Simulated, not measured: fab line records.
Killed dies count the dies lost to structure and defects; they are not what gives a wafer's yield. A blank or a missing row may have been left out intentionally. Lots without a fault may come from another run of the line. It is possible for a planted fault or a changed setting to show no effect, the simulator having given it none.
Split-lot experiment | flow n5 finfet | 21 wafers read from 7 lots, route of 1938 steps

== ON THE SPLIT ==
At N5_BEOL_M9_COAT_60 (time 60 s, resist thk 30 nm), the setting spin rpm was moved away from the recipe's 1500 rpm on 7 of the 21 wafers read, by -7.8% to +8.3%. All remaining wafers had this setting at the recipe value.

== FROM THE SPLIT TO THE READING: what the file shows between them, 3 steps ==
- N5_BEOL_M9_COAT_05: resist thk 90 nm
- N5_BEOL_M9_EBR_07
- N5_BEOL_M9_DESCUM_16: chemistry O2, time 7.9 s

== THE READING ==
CAR-ArF_of_BEOL_M9_COAT_05.thk nm (the simulator's own value, which no gauge read), in nm, at N5_BEOL_M9_ETCH_61 (etches SiARC in CF4, target depth 39 nm, time 65 s). There is no usual value for it anywhere in the file. Here, 14 wafers ran the recipe; their average is 55.4 nm with a standard deviation of 0.17 nm.

wafer  | tool, chamber at the split | spin rpm as run, rpm | against the recipe | CAR-ArF_of_BEOL_M9_COAT_05.thk nm, nm | against lot-mates on the recipe
L074.3 | litho track-05, 0          | 1500                 | recipe             | 55.4                                  | -
L074.5 | litho track-05, 0          | 1500                 | recipe             | 55.4                                  | -
L074.6 | litho track-05, 0          | 1500                 | recipe             | 55.4                                  | -
L077.1 | litho track-05, 0          | 1500                 | recipe             | 55.6                                  | -
L077.4 | litho track-05, 0          | 1500                 | recipe             | 55.8                                  | -
L077.5 | litho track-05, 0          | 1500                 | recipe             | 55.6                                  | -
L087.1 | litho track-04, 0          | 1500                 | recipe             | 55.2                                  | -
L087.2 | litho track-04, 0          | 1500                 | recipe             | 55.2                                  | -
L087.6 | litho track-04, 0          | 1500                 | recipe             | 55.4                                  | -
L086.1 | litho track-03, 0          | 1500                 | recipe             | 55.4                                  | -
L086.3 | litho track-03, 0          | 1603                 | +6.9%              | 56.6                                  | +1.1
L086.6 | litho track-03, 0          | 1500                 | recipe             | 55.6                                  | -
L091.3 | litho track-05, 0          | 1383                 | -7.8%              | 54.2                                  | -1.0
L091.4 | litho track-05, 0          | 1383                 | -7.8%              | 54.4                                  | -0.8
L091.6 | litho track-05, 0          | 1500                 | recipe             | 55.2                                  | -
L093.1 | litho track-05, 0          | 1624                 | +8.3%              | 56.2                                  | +0.8
L093.2 | litho track-05, 0          | 1500                 | recipe             | 55.4                                  | -
L093.4 | litho track-05, 0          | 1500                 | recipe             | 55.4                                  | -
L094.2 | litho track-03, 0          | 1442                 | -3.9%              | 55                                    | no lot-mate on the recipe
L094.4 | litho track-03, 0          | 1442                 | -3.9%              | 55.4                                  | no lot-mate on the recipe
L094.6 | litho track-03, 0          | 1442                 | -3.9%              | 55.4                                  | no lot-mate on the recipe

FIT RESULTS
A straight line over all 21 wafers: CAR-ArF_of_BEOL_M9_COAT_05.thk nm changes by +0.122 nm for each +1% of spin rpm; r = +0.89; the points scatter about the line by 0.23 nm.
The same after taking each lot's own level away (the mean of its wafers on the recipe; 18 wafers): +0.119 nm for each +1%; r = +0.97; scatter 0.11 nm.
On that fit, the largest move of spin rpm shifts the reading by 0.98 nm.
From 55.20 to 55.67 nm: that is the span of the lots' own levels, equal to 2.8 times the standard deviation above.
The two slopes agree, so the slope changes little with the lot-to-lot level.
Check: for one of the wafers moved furthest among these (+8.3%), held out of the fit, the line's prediction against its lot-mates is +1.09 nm. Against them it came out at +0.8 nm.

== OTHER SPLITS APPLIED TO THESE WAFERS ==
Note: prior to the reading, these wafers also went through further splits. Each is held against what the fit with the lots' levels taken away leaves over:
other split on the same wafers   | wafers away from the commonest value | r with CAR-ArF_of_BEOL_M9_COAT_05.thk nm (lot level and that fit taken away)
N5_BEOL_M7_ILD_DEP_00 time s     | 5                                    | -0.24
N5_BEOL_M7_COAT_59 spin rpm      | 6                                    | -0.08
N5_BEOL_M8_TRENCH_ETCH_37 bias w | 7                                    | -0.50
N5_BEOL_M9_PECVD_70 temp c       | 5                                    | -0.03

== THE WHOLE CHAIN: every reading that the file lists as answering this split, in the file's order ==
step               | what it does                                       | reading                                                                            | change (the file's fit)               | r (the file's)
N5_BEOL_M9_COAT_60 | time 60 s, resist thk 30 nm                        | SiARC_of_BEOL_M9_COAT_60.thk nm (the simulator's own value, which no gauge read)   | -0.143 nm for each +1% of the setting | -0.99
N5_BEOL_M9_ETCH_61 | etches SiARC in CF4, target depth 39 nm, time 65 s | etch.depth nm (the simulator's own value, which no gauge read)                     | -0.147 nm for each +1% of the setting | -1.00
N5_BEOL_M9_ETCH_61 | etches SiARC in CF4, target depth 39 nm, time 65 s | CAR-ArF_of_BEOL_M9_COAT_05.thk nm (the simulator's own value, which no gauge read) | +0.12 nm for each +1% of the setting  | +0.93

== THE FILE'S OWN FIT ==
CAR-ArF_of_BEOL_M9_COAT_05.thk nm changes by +0.12 nm for each +1% of spin rpm, r = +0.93.
